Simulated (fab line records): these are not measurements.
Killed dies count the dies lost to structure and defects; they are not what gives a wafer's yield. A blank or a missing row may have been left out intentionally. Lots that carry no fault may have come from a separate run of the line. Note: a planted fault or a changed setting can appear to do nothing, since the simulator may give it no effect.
The tool behind it: which one? + flow nand harc + 12 lots (36 wafers sampled), 1 step of a 1302-step route

WHAT THE GAUGES READ, wafer by wafer
NHARC_A_START_INSPECT_01.
| lot  | measured     | on                | raw defect count |
|------|--------------|-------------------|------------------|
| L075 | day 7 05:53  | defect inspect-01 | 2 2 2            |
| L077 | day 7 19:14  | defect inspect-02 | 3 5 6            |
| L079 | day 8 18:59  | defect inspect-01 | 3 2 3            |
| L081 | day 9 20:12  | defect inspect-01 | 1 2 6            |
| L083 | day 10 15:33 | defect inspect-02 | 2 3 2            |
| L085 | day 11 08:41 | defect inspect-01 | 3 2 5            |
| L087 | day 12 02:31 | defect inspect-02 | 6 3 1            |
| L088 | day 12 19:28 | defect inspect-01 | 3 2 1            |
| L091 | day 13 12:39 | defect inspect-01 | 2 1 4            |
| L093 | day 14 13:16 | defect inspect-02 | 4 2 3            |
| L095 | day 15 07:31 | defect inspect-02 | 4 3 2            |
| L097 | day 16 03:11 | defect inspect-02 | 2 4 4            |

EACH LOT AND THE TOOL THAT RAN IT (in order: tool; ch and the chambers of the sampled wafers; start)
The record shows no process step preceding these readings.

THE ANSWER, worked out from the rows above alone
Rule: what is usual is taken from the lots themselves. The widest of any qualifying gaps counts: lots, ordered by their means at a reading, are off when they make up no more than a third of the lots, leave a main group of 4 or more, and stand apart from it by 3 or more times the standard deviation of that group's means. Not used: any main group whose means are identical at the precision the tables above print for the reading. Also off: a lot with no number at a reading for which 4 or more lots have one. Where the step has rows for the other lots, those lots are counted as sound.
No lot is off on any of the readings shown, so nothing can be concluded from this.

WHAT THE SIMULATOR HAD INSERTED
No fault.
